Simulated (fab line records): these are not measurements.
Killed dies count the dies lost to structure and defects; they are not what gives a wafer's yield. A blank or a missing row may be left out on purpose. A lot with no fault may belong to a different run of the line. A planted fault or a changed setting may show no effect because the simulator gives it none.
fab line records / flow nandHarc
record lots=12 wafers=36 lastDay=31
route steps=1302 shown P_GATE@132
lots that met no fault: from a run of the same line without faults
startH: hours from the record's opening day to when the first of the lot's shown wafers began / waitH: hours elapsed since this lot's preceding step / " the same as in the row above / L1.1+2: one row covering several wafers at once / - no value, or no start given / * or withheld: withheld / < > ~ a bound
route shown NAME@n: NAME is a module with steps in the file, n the number in the route of the first one / usual: average and standard deviation across the fault-free wafers / same: alike in all rows / chamber/n: place in a boat / sites: each site's reading / _std_site: standard deviation across them / _edge_site: inner sites' mean taken away from outer sites' mean / radiusMm: how far each site lies from the wafer's centre / mask NAME#n: copy n / behind: tool/chamber where the wafer was last shaped / hold: why the lot was held/for how many hours/how that ended / device: whichever transistor did not switch (one of n, p or np) / end of line: the tests these same wafers got at the end of their route / a step without rows: its recipe alone / killed: not the wafer's yield, but the dies lost to structure and defects at the first sort / map: the dies of a wafer, with x for killed, . for not killed, _ for no die there
set.NAME: the setting the step ran with; set.NAME@STEP: the setting that earlier step ran with / model.NAME: the simulator's own value behind a step, which no gauge read
one table for each step of the route and one row for each wafer, over a sample of lots
services: a tool's chamber out of use, with start hour (startH, from the record's first day; less than 0 if before it), hours out, and reason
## steps
# step NHARC_P_GATE_DEP_103
# recipe targetThkA=300 targetThkNm=30 tempC=400 flowSccm=200 rfW=350 material=SiON
# usual heaterPowerW=805/110 rfFwdPowerW=348.6/1.3
lot.wafer=L696.3 tool=pecvd-02 chamber=2 startH=99.65 waitH=0.4 heaterPowerW=762 rfFwdPowerW=348.2 sinceWetCleanH=40
lot.wafer=L696.1 tool=pecvd-02 chamber=0 startH=99.65 waitH=0.4 heaterPowerW=929 rfFwdPowerW=347.8 sinceWetCleanH=40
lot.wafer=L696.5 tool=pecvd-02 chamber=2 startH=99.65 waitH=0.4 heaterPowerW=784 rfFwdPowerW=348.2 sinceWetCleanH=-
lot.wafer=L697.3 tool=pecvd-02 chamber=2 startH=102.49 waitH=0.3 heaterPowerW=897 rfFwdPowerW=348.4 sinceWetCleanH=43
lot.wafer=L697.1 tool=pecvd-02 chamber=1 startH=102.49 waitH=0.3 heaterPowerW=726 rfFwdPowerW=351.8 sinceWetCleanH=43
lot.wafer=L697.4 tool=pecvd-02 chamber=2 startH=102.49 waitH=0.3 heaterPowerW=719 rfFwdPowerW=349.8 sinceWetCleanH=-
lot.wafer=L698.1 tool=pecvd-03 chamber=2 startH=112.66 waitH=0.6 heaterPowerW=653 rfFwdPowerW=349.5 sinceWetCleanH=96
lot.wafer=L698.6 tool=pecvd-03 chamber=0 startH=112.66 waitH=0.6 heaterPowerW=907 rfFwdPowerW=348.8 sinceWetCleanH=-
lot.wafer=L698.4 tool=pecvd-03 chamber=1 startH=112.66 waitH=0.6 heaterPowerW=778 rfFwdPowerW=349.9 sinceWetCleanH=-
lot.wafer=L700.3 tool=pecvd-02 chamber=2 startH=136.16 waitH=0.4 heaterPowerW=896 rfFwdPowerW=350.1 sinceWetCleanH=77
lot.wafer=L700.4 tool=pecvd-02 chamber=1 startH=136.16 waitH=0.4 heaterPowerW=728 rfFwdPowerW=347.0 sinceWetCleanH=-
lot.wafer=L700.6 tool=pecvd-02 chamber=0 startH=136.16 waitH=0.4 heaterPowerW=935 rfFwdPowerW=347.7 sinceWetCleanH=-
lot.wafer=L701.1 tool=pecvd-03 chamber=1 startH=140.93 waitH=0.7 heaterPowerW=746 rfFwdPowerW=349.6 sinceWetCleanH=124
lot.wafer=L701.4 tool=pecvd-03 chamber=2 startH=140.93 waitH=0.7 heaterPowerW=647 rfFwdPowerW=349.0 sinceWetCleanH=-
lot.wafer=L701.5 tool=pecvd-03 chamber=1 startH=140.93 waitH=0.7 heaterPowerW=746 rfFwdPowerW=349.4 sinceWetCleanH=-
lot.wafer=L702.2 tool=pecvd-02 chamber=1 startH=156.40 waitH=0.4 heaterPowerW=812 rfFwdPowerW=349.3 sinceWetCleanH=97
lot.wafer=L702.6 tool=pecvd-02 chamber=1 startH=156.40 waitH=0.4 heaterPowerW=808 rfFwdPowerW=349.3 sinceWetCleanH=-
lot.wafer=L702.4 tool=pecvd-02 chamber=0 startH=156.40 waitH=0.4 heaterPowerW=901 rfFwdPowerW=347.2 sinceWetCleanH=-
lot.wafer=L704.3 tool=pecvd-03 chamber=1 startH=180.58 waitH=0.4 heaterPowerW=692 rfFwdPowerW=350.1 sinceWetCleanH=164
lot.wafer=L704.6 tool=pecvd-03 chamber=2 startH=180.58 waitH=0.4 heaterPowerW=678 rfFwdPowerW=349.0 sinceWetCleanH=-
lot.wafer=L704.5 tool=pecvd-03 chamber=1 startH=180.58 waitH=0.4 heaterPowerW=693 rfFwdPowerW=349.3 sinceWetCleanH=-
lot.wafer=L705.1 tool=pecvd-02 chamber=0 startH=186.17 waitH=0.6 heaterPowerW=1007 rfFwdPowerW=346.6 sinceWetCleanH=127
lot.wafer=L705.2 tool=pecvd-02 chamber=1 startH=186.17 waitH=0.6 heaterPowerW=750 rfFwdPowerW=348.1 sinceWetCleanH=127
lot.wafer=L705.3 tool=pecvd-02 chamber=2 startH=186.17 waitH=0.6 heaterPowerW=864 rfFwdPowerW=346.6 sinceWetCleanH=127
lot.wafer=L707.6 tool=pecvd-03 chamber=2 startH=213.29 waitH=0.1 heaterPowerW=652 rfFwdPowerW=350.0 sinceWetCleanH=-
lot.wafer=L707.4 tool=pecvd-03 chamber=0 startH=213.29 waitH=0.1 heaterPowerW=779 rfFwdPowerW=349.0 sinceWetCleanH=-
lot.wafer=L707.5 tool=pecvd-03 chamber=1 startH=213.29 waitH=0.1 heaterPowerW=667 rfFwdPowerW=349.4 sinceWetCleanH=-
lot.wafer=L708.2 tool=pecvd-03 chamber=1 startH=217.02 waitH=0.5 heaterPowerW=705 rfFwdPowerW=349.4 sinceWetCleanH=19
lot.wafer=L708.5 tool=pecvd-03 chamber=0 startH=217.02 waitH=0.5 heaterPowerW=898 rfFwdPowerW=346.8 sinceWetCleanH=-
lot.wafer=L708.6 tool=pecvd-03 chamber=1 startH=217.02 waitH=0.5 heaterPowerW=703 rfFwdPowerW=349.8 sinceWetCleanH=-
lot.wafer=L710.3 tool=pecvd-03 chamber=1 startH=242.80 waitH=0.4 heaterPowerW=791 rfFwdPowerW=347.8 sinceWetCleanH=45
lot.wafer=L710.6 tool=pecvd-03 chamber=0 startH=242.80 waitH=0.4 heaterPowerW=881 rfFwdPowerW=349.6 sinceWetCleanH=-
lot.wafer=L710.4 tool=pecvd-03 chamber=1 startH=242.80 waitH=0.4 heaterPowerW=655 rfFwdPowerW=347.0 sinceWetCleanH=-
lot.wafer=L712.2 tool=pecvd-01 chamber=0 startH=262.23 waitH=0.5 heaterPowerW=862 rfFwdPowerW=348.6 sinceWetCleanH=119
lot.wafer=L712.3 tool=pecvd-01 chamber=2 startH=262.23 waitH=0.5 heaterPowerW=721 rfFwdPowerW=347.6 sinceWetCleanH=119
lot.wafer=L712.6 tool=pecvd-01 chamber=0 startH=262.23 waitH=0.5 heaterPowerW=855 rfFwdPowerW=348.9 sinceWetCleanH=-
# step NHARC_P_GATE_OVL_MEAS_27
# usual overlayXNm=-0.1/1.3 overlayYNm=0.0/0.92
lot.wafer=L696.1 tool=overlay-02 chamber=- startH=100.27 waitH=- overlayXNm=1.4 overlayYNm=-0.5
lot.wafer=L696.3 tool=overlay-02 chamber=- startH=100.27 waitH=- overlayXNm=1.2 overlayYNm=-0.2
lot.wafer=L696.5 tool=overlay-02 chamber=- startH=100.27 waitH=- overlayXNm=1.3 overlayYNm=-0.5
lot.wafer=L697.1 tool=overlay-01 chamber=- startH=103.26 waitH=- overlayXNm=-0.7 overlayYNm=-0.6
lot.wafer=L697.3 tool=overlay-01 chamber=- startH=103.26 waitH=- overlayXNm=-1.2 overlayYNm=-0.6
lot.wafer=L697.4 tool=overlay-01 chamber=- startH=103.26 waitH=- overlayXNm=-0.6 overlayYNm=-0.7
lot.wafer=L698.1 tool=overlay-01 chamber=- startH=113.43 waitH=- overlayXNm=-2.7 overlayYNm=0.7
lot.wafer=L698.4 tool=overlay-01 chamber=- startH=113.43 waitH=- overlayXNm=-2.8 overlayYNm=0.7
lot.wafer=L698.6 tool=overlay-01 chamber=- startH=113.43 waitH=- overlayXNm=-2.4 overlayYNm=0.5
lot.wafer=L700.3 tool=overlay-02 chamber=- startH=136.78 waitH=- overlayXNm=-0.6 overlayYNm=1.1
lot.wafer=L700.4 tool=overlay-02 chamber=- startH=136.78 waitH=- overlayXNm=-0.1 overlayYNm=1.2
lot.wafer=L700.6 tool=overlay-02 chamber=- startH=136.78 waitH=- overlayXNm=0.0 overlayYNm=1.2
lot.wafer=L701.1 tool=overlay-01 chamber=- startH=141.52 waitH=- overlayXNm=-1.7 overlayYNm=0.1
lot.wafer=L701.4 tool=overlay-01 chamber=- startH=141.52 waitH=- overlayXNm=-2.0 overlayYNm=-0.5
lot.wafer=L701.5 tool=overlay-01 chamber=- startH=141.52 waitH=- overlayXNm=-1.7 overlayYNm=-0.4
lot.wafer=L702.2 tool=overlay-01 chamber=- startH=157.20 waitH=- overlayXNm=1.0 overlayYNm=0.1
lot.wafer=L702.4 tool=overlay-01 chamber=- startH=157.20 waitH=- overlayXNm=0.9 overlayYNm=-0.2
lot.wafer=L702.6 tool=overlay-01 chamber=- startH=157.20 waitH=- overlayXNm=0.9 overlayYNm=0.0
lot.wafer=L704.3 tool=overlay-02 chamber=- startH=181.16 waitH=- overlayXNm=1.6 overlayYNm=0.6
lot.wafer=L704.5 tool=overlay-02 chamber=- startH=181.16 waitH=- overlayXNm=1.6 overlayYNm=0.7
lot.wafer=L704.6 tool=overlay-02 chamber=- startH=181.16 waitH=- overlayXNm=1.3 overlayYNm=0.3
lot.wafer=L705.1 tool=overlay-02 chamber=- startH=186.93 waitH=- overlayXNm=0.1 overlayYNm=-1.5
lot.wafer=L705.2 tool=overlay-02 chamber=- startH=186.93 waitH=- overlayXNm=0.5 overlayYNm=-0.9
lot.wafer=L705.3 tool=overlay-02 chamber=- startH=186.93 waitH=- overlayXNm=-0.2 overlayYNm=-1.5
lot.wafer=L707.4 tool=overlay-01 chamber=- startH=213.85 waitH=- overlayXNm=1.9 overlayYNm=-0.1
lot.wafer=L707.5 tool=overlay-01 chamber=- startH=213.85 waitH=- overlayXNm=2.0 overlayYNm=-0.5
lot.wafer=L707.6 tool=overlay-01 chamber=- startH=213.85 waitH=- overlayXNm=2.1 overlayYNm=0.0
lot.wafer=L708.2 tool=overlay-01 chamber=- startH=217.76 waitH=- overlayXNm=-0.8 overlayYNm=0.7
lot.wafer=L708.5 tool=overlay-01 chamber=- startH=217.76 waitH=- overlayXNm=-0.9 overlayYNm=0.9
lot.wafer=L708.6 tool=overlay-01 chamber=- startH=217.76 waitH=- overlayXNm=-1.0 overlayYNm=0.7
lot.wafer=L710.3 tool=overlay-01 chamber=- startH=243.51 waitH=- overlayXNm=-0.3 overlayYNm=0.2
lot.wafer=L710.4 tool=overlay-01 chamber=- startH=243.51 waitH=- overlayXNm=-0.3 overlayYNm=-0.6
lot.wafer=L710.6 tool=overlay-01 chamber=- startH=243.51 waitH=- overlayXNm=-0.4 overlayYNm=-0.4
lot.wafer=L712.2 tool=overlay-01 chamber=- startH=262.87 waitH=- overlayXNm=0.1 overlayYNm=0.8
lot.wafer=L712.3 tool=overlay-01 chamber=- startH=262.87 waitH=- overlayXNm=-0.3 overlayYNm=1.0
lot.wafer=L712.6 tool=overlay-01 chamber=- startH=262.87 waitH=- overlayXNm=-0.3 overlayYNm=0.3
# step NHARC_P_GATE_ETCHBACK_37
# recipe targetDepthA=345 timeS=17.2 chf3FlowSccm=50 o2FlowSccm=10 arFlowSccm=200 rfW=500 biasW=200 chemistry=CHF3/O2
# usual drypumpMotorCurrentA=6.0/0.35 mfcArSccm=200.0/0.56 oesProductAu=0.96/0.035 rfFwdPowerW=489.8/2.6 rfVppV=371.2/2 showerheadPlenumPTorr=2.43/0.082 throttleValvePct=20.572/0.0091
lot.wafer=L696.1 tool=rieDiel-11 chamber=3 startH=- waitH=- drypumpMotorCurrentA=5.5 mfcArSccm=199.9 oesProductAu=1.00 rfFwdPowerW=488.8 rfHoursCounterH=1.3 rfVppV=374.6 showerheadPlenumPTorr=2.59 throttleValvePct=20.558
lot.wafer=L696.3 tool=rieDiel-11 chamber=0 startH=- waitH=- drypumpMotorCurrentA=5.3 mfcArSccm=199.9 oesProductAu=1.00 rfFwdPowerW=492.3 rfHoursCounterH=0.8 rfVppV=369.7 showerheadPlenumPTorr=2.40 throttleValvePct=20.556
lot.wafer=L696.5 tool=rieDiel-11 chamber=1 startH=- waitH=- drypumpMotorCurrentA=6.2 mfcArSccm=199.8 oesProductAu=1.02 rfFwdPowerW=487.4 rfHoursCounterH=- rfVppV=371.1 showerheadPlenumPTorr=2.36 throttleValvePct=20.572
lot.wafer=L697.4 tool=rieDiel-07 chamber=2 startH=- waitH=- drypumpMotorCurrentA=6.4 mfcArSccm=200.8 oesProductAu=1.00 rfFwdPowerW=487.3 rfHoursCounterH=9.3 rfVppV=372.8 showerheadPlenumPTorr=2.48 throttleValvePct=20.563
lot.wafer=L697.3 tool=rieDiel-07 chamber=3 startH=- waitH=- drypumpMotorCurrentA=5.8 mfcArSccm=200.1 oesProductAu=0.99 rfFwdPowerW=493.5 rfHoursCounterH=9.1 rfVppV=369.5 showerheadPlenumPTorr=2.35 throttleValvePct=20.582
lot.wafer=L697.1 tool=rieDiel-07 chamber=1 startH=- waitH=- drypumpMotorCurrentA=6.4 mfcArSccm=200.4 oesProductAu=1.00 rfFwdPowerW=491.6 rfHoursCounterH=8.4 rfVppV=370.3 showerheadPlenumPTorr=2.34 throttleValvePct=20.584
lot.wafer=L698.1 tool=rieDiel-03 chamber=0 startH=- waitH=- drypumpMotorCurrentA=5.9 mfcArSccm=200.9 oesProductAu=0.93 rfFwdPowerW=486.2 rfHoursCounterH=0.2 rfVppV=369.7 showerheadPlenumPTorr=2.34 throttleValvePct=20.583
lot.wafer=L698.4 tool=rieDiel-03 chamber=1 startH=- waitH=- drypumpMotorCurrentA=5.7 mfcArSccm=200.1 oesProductAu=0.91 rfFwdPowerW=486.9 rfHoursCounterH=0.2 rfVppV=372.2 showerheadPlenumPTorr=2.44 throttleValvePct=20.582
lot.wafer=L698.6 tool=rieDiel-03 chamber=0 startH=- waitH=- drypumpMotorCurrentA=5.9 mfcArSccm=200.7 oesProductAu=0.93 rfFwdPowerW=488.8 rfHoursCounterH=- rfVppV=367.1 showerheadPlenumPTorr=2.34 throttleValvePct=20.565
lot.wafer=L700.4 tool=rieDiel-07 chamber=3 startH=- waitH=- drypumpMotorCurrentA=5.8 mfcArSccm=200.8 oesProductAu=0.95 rfFwdPowerW=494.2 rfHoursCounterH=0.4 rfVppV=370.0 showerheadPlenumPTorr=2.35 throttleValvePct=20.573
lot.wafer=L700.3 tool=rieDiel-07 chamber=0 startH=- waitH=- drypumpMotorCurrentA=5.8 mfcArSccm=200.2 oesProductAu=0.94 rfFwdPowerW=498.4 rfHoursCounterH=0.4 rfVppV=368.6 showerheadPlenumPTorr=2.34 throttleValvePct=20.570
lot.wafer=L700.6 tool=rieDiel-07 chamber=2 startH=- waitH=- drypumpMotorCurrentA=6.4 mfcArSccm=199.3 oesProductAu=0.96 rfFwdPowerW=486.7 rfHoursCounterH=- rfVppV=372.8 showerheadPlenumPTorr=2.48 throttleValvePct=20.567
lot.wafer=L701.4 tool=rieDiel-11 chamber=0 startH=- waitH=- drypumpMotorCurrentA=5.3 mfcArSccm=200.2 oesProductAu=0.93 rfFwdPowerW=488.0 rfHoursCounterH=2.7 rfVppV=370.1 showerheadPlenumPTorr=2.40 throttleValvePct=20.577
lot.wafer=L701.1 tool=rieDiel-11 chamber=2 startH=- waitH=- drypumpMotorCurrentA=6.4 mfcArSccm=200.6 oesProductAu=1.01 rfFwdPowerW=485.0 rfHoursCounterH=2.3 rfVppV=375.2 showerheadPlenumPTorr=2.55 throttleValvePct=20.570
lot.wafer=L701.5 tool=rieDiel-11 chamber=1 startH=- waitH=- drypumpMotorCurrentA=6.1 mfcArSccm=200.7 oesProductAu=1.02 rfFwdPowerW=488.7 rfHoursCounterH=- rfVppV=369.5 showerheadPlenumPTorr=2.36 throttleValvePct=20.571
lot.wafer=L702.4 tool=rieDiel-07 chamber=2 startH=- waitH=- drypumpMotorCurrentA=6.4 mfcArSccm=199.7 oesProductAu=1.00 rfFwdPowerW=486.5 rfHoursCounterH=2.3 rfVppV=372.6 showerheadPlenumPTorr=2.48 throttleValvePct=20.566
lot.wafer=L702.2 tool=rieDiel-07 chamber=3 startH=- waitH=- drypumpMotorCurrentA=5.8 mfcArSccm=200.3 oesProductAu=1.00 rfFwdPowerW=492.2 rfHoursCounterH=3.1 rfVppV=369.8 showerheadPlenumPTorr=2.35 throttleValvePct=20.568
lot.wafer=L702.6 tool=rieDiel-07 chamber=3 startH=- waitH=- drypumpMotorCurrentA=5.8 mfcArSccm=200.1 oesProductAu=1.00 rfFwdPowerW=491.8 rfHoursCounterH=- rfVppV=369.7 showerheadPlenumPTorr=2.35 throttleValvePct=20.572
lot.wafer=L704.3 tool=rieDiel-03 chamber=0 startH=- waitH=- drypumpMotorCurrentA=5.9 mfcArSccm=200.5 oesProductAu=0.92 rfFwdPowerW=487.8 rfHoursCounterH=2.9 rfVppV=369.0 showerheadPlenumPTorr=2.33 throttleValvePct=20.569
lot.wafer=L704.6 tool=rieDiel-03 chamber=1 startH=- waitH=- drypumpMotorCurrentA=5.7 mfcArSccm=199.2 oesProductAu=0.91 rfFwdPowerW=486.9 rfHoursCounterH=- rfVppV=370.5 showerheadPlenumPTorr=2.44 throttleValvePct=20.562
lot.wafer=L704.5 tool=rieDiel-03 chamber=2 startH=- waitH=- drypumpMotorCurrentA=5.7 mfcArSccm=200.3 oesProductAu=0.93 rfFwdPowerW=487.7 rfHoursCounterH=- rfVppV=372.3 showerheadPlenumPTorr=2.47 throttleValvePct=20.562
lot.wafer=L705.1 tool=rieDiel-11 chamber=3 startH=- waitH=- drypumpMotorCurrentA=5.5 mfcArSccm=199.4 oesProductAu=0.99 rfFwdPowerW=488.8 rfHoursCounterH=5.0 rfVppV=376.3 showerheadPlenumPTorr=2.59 throttleValvePct=20.578
lot.wafer=L705.3 tool=rieDiel-11 chamber=0 startH=- waitH=- drypumpMotorCurrentA=5.3 mfcArSccm=200.2 oesProductAu=1.00 rfFwdPowerW=490.2 rfHoursCounterH=5.1 rfVppV=369.1 showerheadPlenumPTorr=2.39 throttleValvePct=20.580
lot.wafer=L705.2 tool=rieDiel-11 chamber=1 startH=- waitH=- drypumpMotorCurrentA=6.2 mfcArSccm=199.5 oesProductAu=1.02 rfFwdPowerW=487.2 rfHoursCounterH=4.7 rfVppV=369.5 showerheadPlenumPTorr=2.36 throttleValvePct=20.574
lot.wafer=L707.4 tool=rieDiel-07 chamber=3 startH=- waitH=- drypumpMotorCurrentA=5.8 mfcArSccm=199.9 oesProductAu=0.93 rfFwdPowerW=491.5 rfHoursCounterH=4.9 rfVppV=369.1 showerheadPlenumPTorr=2.35 throttleValvePct=20.576
lot.wafer=L707.5 tool=rieDiel-07 chamber=1 startH=- waitH=- drypumpMotorCurrentA=6.4 mfcArSccm=199.9 oesProductAu=0.93 rfFwdPowerW=494.6 rfHoursCounterH=- rfVppV=369.8 showerheadPlenumPTorr=2.34 throttleValvePct=20.581
lot.wafer=L707.6 tool=rieDiel-07 chamber=2 startH=- waitH=- drypumpMotorCurrentA=6.4 mfcArSccm=199.5 oesProductAu=0.93 rfFwdPowerW=486.7 rfHoursCounterH=- rfVppV=371.7 showerheadPlenumPTorr=2.48 throttleValvePct=20.574
lot.wafer=L708.2 tool=rieDiel-07 chamber=2 startH=- waitH=- drypumpMotorCurrentA=6.4 mfcArSccm=199.4 oesProductAu=0.98 rfFwdPowerW=488.7 rfHoursCounterH=6.0 rfVppV=371.4 showerheadPlenumPTorr=2.48 throttleValvePct=20.573
lot.wafer=L708.6 tool=rieDiel-07 chamber=1 startH=- waitH=- drypumpMotorCurrentA=6.4 mfcArSccm=200.4 oesProductAu=0.99 rfFwdPowerW=492.4 rfHoursCounterH=- rfVppV=370.0 showerheadPlenumPTorr=2.34 throttleValvePct=20.589
lot.wafer=L708.5 tool=rieDiel-07 chamber=2 startH=- waitH=- drypumpMotorCurrentA=6.4 mfcArSccm=200.1 oesProductAu=0.98 rfFwdPowerW=490.1 rfHoursCounterH=- rfVppV=373.0 showerheadPlenumPTorr=2.48 throttleValvePct=20.587
lot.wafer=L710.4 tool=rieDiel-11 chamber=2 startH=- waitH=- drypumpMotorCurrentA=6.3 mfcArSccm=200.0 oesProductAu=0.94 rfFwdPowerW=487.0 rfHoursCounterH=7.4 rfVppV=373.9 showerheadPlenumPTorr=2.55 throttleValvePct=20.565
lot.wafer=L710.3 tool=rieDiel-11 chamber=0 startH=- waitH=- drypumpMotorCurrentA=5.3 mfcArSccm=200.4 oesProductAu=0.93 rfFwdPowerW=491.4 rfHoursCounterH=6.3 rfVppV=370.5 showerheadPlenumPTorr=2.39 throttleValvePct=20.573
lot.wafer=L710.6 tool=rieDiel-11 chamber=2 startH=- waitH=- drypumpMotorCurrentA=6.4 mfcArSccm=199.1 oesProductAu=0.94 rfFwdPowerW=488.2 rfHoursCounterH=- rfVppV=372.8 showerheadPlenumPTorr=2.55 throttleValvePct=20.584
lot.wafer=L712.2 tool=rieDiel-03 chamber=1 startH=- waitH=- drypumpMotorCurrentA=5.8 mfcArSccm=200.1 oesProductAu=0.98 rfFwdPowerW=485.7 rfHoursCounterH=9.7 rfVppV=372.4 showerheadPlenumPTorr=2.43 throttleValvePct=20.578
lot.wafer=L712.3 tool=rieDiel-03 chamber=2 startH=- waitH=- drypumpMotorCurrentA=5.8 mfcArSccm=200.7 oesProductAu=1.01 rfFwdPowerW=490.1 rfHoursCounterH=9.4 rfVppV=371.6 showerheadPlenumPTorr=2.47 throttleValvePct=20.550
lot.wafer=L712.6 tool=rieDiel-03 chamber=3 startH=- waitH=- drypumpMotorCurrentA=5.9 mfcArSccm=200.3 oesProductAu=0.98 rfFwdPowerW=490.7 rfHoursCounterH=- rfVppV=372.7 showerheadPlenumPTorr=2.52 throttleValvePct=20.583
# step NHARC_P_GATE_EXPOSE_43
# recipe na=0.6 targetCdNm=720 doseMj=14.81 maskId=P_NSD
lot.wafer=L696.1+3+5 tool=krfScanner-03 chamber=0 startH=111.87 waitH=- mask=P_NSD#0
lot.wafer=L697.1+3+4 tool=krfScanner-01 chamber=0 startH=114.91 waitH=- mask=P_NSD#0
lot.wafer=L698.1+4+6 tool=krfScanner-02 chamber=0 startH=125.14 waitH=- mask=P_NSD#0
lot.wafer=L700.3+4+6 tool=krfScanner-01 chamber=0 startH=148.41 waitH=- mask=P_NSD#0
lot.wafer=L701.1+4+5 tool=krfScanner-02 chamber=0 startH=153.37 waitH=- mask=P_NSD#0
lot.wafer=L702.2+4+6 tool=krfScanner-01 chamber=0 startH=168.95 waitH=- mask=P_NSD#0
lot.wafer=L704.3+5+6 tool=krfScanner-01 chamber=0 startH=192.88 waitH=- mask=P_NSD#0
lot.wafer=L705.1+2+3 tool=krfScanner-02 chamber=0 startH=198.69 waitH=- mask=P_NSD#0
lot.wafer=L707.4+5+6 tool=krfScanner-01 chamber=0 startH=227.95 waitH=- mask=P_NSD#0
lot.wafer=L708.2+5+6 tool=krfScanner-02 chamber=0 startH=231.63 waitH=- mask=P_NSD#0
lot.wafer=L710.3+4+6 tool=krfScanner-02 chamber=0 startH=255.40 waitH=- mask=P_NSD#0
lot.wafer=L712.2+3+6 tool=krfScanner-02 chamber=0 startH=274.66 waitH=- mask=P_NSD_R1#0
# step NHARC_P_GATE_CD_MEAS_46
# recipe targetCdNm=720 landingEnergyEv=500
# usual cdNm=719.1/1.9
# same landingEnergyEv=500
lot.wafer=L696.1 tool=cdSem-03 chamber=0 startH=112.03 waitH=- cdNm=717.2
lot.wafer=L696.3 tool=cdSem-03 chamber=0 startH=112.03 waitH=- cdNm=715.0
lot.wafer=L696.5 tool=cdSem-03 chamber=0 startH=112.03 waitH=- cdNm=716.9
lot.wafer=L697.1 tool=cdSem-03 chamber=0 startH=115.07 waitH=- cdNm=720.2
lot.wafer=L697.3 tool=cdSem-03 chamber=0 startH=115.07 waitH=- cdNm=717.7
lot.wafer=L697.4 tool=cdSem-03 chamber=0 startH=115.07 waitH=- cdNm=718.7
lot.wafer=L698.1 tool=cdSem-02 chamber=0 startH=125.30 waitH=- cdNm=721.8
lot.wafer=L698.4 tool=cdSem-02 chamber=0 startH=125.30 waitH=- cdNm=719.9
lot.wafer=L698.6 tool=cdSem-02 chamber=0 startH=125.30 waitH=- cdNm=723.0
lot.wafer=L700.3 tool=cdSem-02 chamber=0 startH=148.56 waitH=- cdNm=720.2
lot.wafer=L700.4 tool=cdSem-02 chamber=0 startH=148.56 waitH=- cdNm=716.9
lot.wafer=L700.6 tool=cdSem-02 chamber=0 startH=148.56 waitH=- cdNm=717.9
lot.wafer=L701.1 tool=cdSem-03 chamber=0 startH=153.53 waitH=- cdNm=717.9
lot.wafer=L701.4 tool=cdSem-03 chamber=0 startH=153.53 waitH=- cdNm=716.9
lot.wafer=L701.5 tool=cdSem-03 chamber=0 startH=153.53 waitH=- cdNm=718.2
lot.wafer=L702.2 tool=cdSem-03 chamber=0 startH=169.11 waitH=- cdNm=717.9
lot.wafer=L702.4 tool=cdSem-03 chamber=0 startH=169.11 waitH=- cdNm=718.1
lot.wafer=L702.6 tool=cdSem-03 chamber=0 startH=169.11 waitH=- cdNm=720.7
lot.wafer=L704.3 tool=cdSem-03 chamber=0 startH=193.03 waitH=- cdNm=719.6
lot.wafer=L704.5 tool=cdSem-03 chamber=0 startH=193.03 waitH=- cdNm=720.3
lot.wafer=L704.6 tool=cdSem-03 chamber=0 startH=193.03 waitH=- cdNm=717.4
lot.wafer=L705.1 tool=cdSem-03 chamber=0 startH=198.85 waitH=- cdNm=718.3
lot.wafer=L705.2 tool=cdSem-03 chamber=0 startH=198.85 waitH=- cdNm=720.9
lot.wafer=L705.3 tool=cdSem-03 chamber=0 startH=198.85 waitH=- cdNm=725.3
lot.wafer=L707.4 tool=cdSem-02 chamber=0 startH=228.10 waitH=- cdNm=716.9
lot.wafer=L707.5 tool=cdSem-02 chamber=0 startH=228.10 waitH=- cdNm=719.4
lot.wafer=L707.6 tool=cdSem-02 chamber=0 startH=228.10 waitH=- cdNm=718.7
lot.wafer=L708.2 tool=cdSem-01 chamber=0 startH=231.78 waitH=- cdNm=718.4
lot.wafer=L708.5 tool=cdSem-01 chamber=0 startH=231.78 waitH=- cdNm=716.5
lot.wafer=L708.6 tool=cdSem-01 chamber=0 startH=231.78 waitH=- cdNm=720.2
lot.wafer=L710.3 tool=cdSem-03 chamber=0 startH=255.55 waitH=- cdNm=721.6
lot.wafer=L710.4 tool=cdSem-03 chamber=0 startH=255.55 waitH=- cdNm=720.5
lot.wafer=L710.6 tool=cdSem-03 chamber=0 startH=255.55 waitH=- cdNm=718.2
lot.wafer=L712.2 tool=cdSem-03 chamber=0 startH=274.81 waitH=- cdNm=693.8
lot.wafer=L712.3 tool=cdSem-03 chamber=0 startH=274.81 waitH=- cdNm=695.8
lot.wafer=L712.6 tool=cdSem-03 chamber=0 startH=274.81 waitH=- cdNm=695.2
## services
tool=rieDiel-11 chamber=- startH=78.53 hours=9.0 kind=pm
tool=krfScanner-02 chamber=- startH=94.00 hours=4.0 kind=pm
tool=rieDiel-03 chamber=- startH=105.01 hours=9.0 kind=pm
tool=rieDiel-11 chamber=3 startH=115.96 hours=2.5 kind=repair
tool=rieDiel-07 chamber=- startH=117.63 hours=9.0 kind=pm
tool=rieDiel-11 chamber=1 startH=121.85 hours=6.4 kind=repair
tool=rieDiel-11 chamber=2 startH=122.63 hours=10.9 kind=repair
tool=krfScanner-01 chamber=- startH=134.57 hours=0.9 kind=repair
tool=krfScanner-01 chamber=- startH=135.90 hours=6.9 kind=repair
tool=rieDiel-07 chamber=- startH=139.55 hours=1.1 kind=repair
tool=krfScanner-01 chamber=- startH=143.97 hours=4.0 kind=pm
tool=pecvd-03 chamber=- startH=161.44 hours=1.1 kind=repair
tool=krfScanner-02 chamber=- startH=168.34 hours=0.8 kind=repair
tool=pecvd-03 chamber=- startH=185.00 hours=13.0 kind=pm
tool=rieDiel-07 chamber=0 startH=188.12 hours=5.2 kind=repair
tool=rieDiel-07 chamber=1 startH=191.78 hours=7.4 kind=repair
tool=rieDiel-07 chamber=3 startH=193.63 hours=8.2 kind=repair
tool=rieDiel-11 chamber=0 startH=204.59 hours=4.2 kind=repair
tool=pecvd-03 chamber=- startH=220.02 hours=1.2 kind=repair
tool=pecvd-02 chamber=- startH=227.25 hours=13.0 kind=pm
tool=rieDiel-07 chamber=1 startH=242.24 hours=8.3 kind=repair
tool=rieDiel-11 chamber=- startH=255.53 hours=9.0 kind=pm
tool=krfScanner-02 chamber=- startH=266.00 hours=4.0 kind=pm
tool=krfScanner-02 chamber=- startH=271.11 hours=2.0 kind=repair
## key
firstSign step=NHARC_P_GATE_EXPOSE_43 reading=mask direction=changed
effect step=NHARC_P_GATE_CD_MEAS_46 reading=cdNm direction=down sigmas=13 usual=719.1 struck=694.9
metAt NHARC_P_GATE_EXPOSE_43
struckLots L712
testerLeftOut L712
notActingAt NHARC_P_GATE_DEP_103,NHARC_P_GATE_OVL_MEAS_27,NHARC_P_GATE_ETCHBACK_37
onsetBetween 255.40 274.66
fault kind=wrongMask tool=any chamber=- onsetH=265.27 steps=NHARC_P_GATE_EXPOSE_43 auxCopy=P_NSD_R1#0 cdOffsetNm=-22.792 scope=struckLotsOnly
# testerLeftOut: of these lots the tester's yield and bins aren't shown, on N5 and GAA mostly nor the transistor test; their killed dies are dies lost to structure and defects alone, not to doping, threshold or leakage, so they don't give the yield
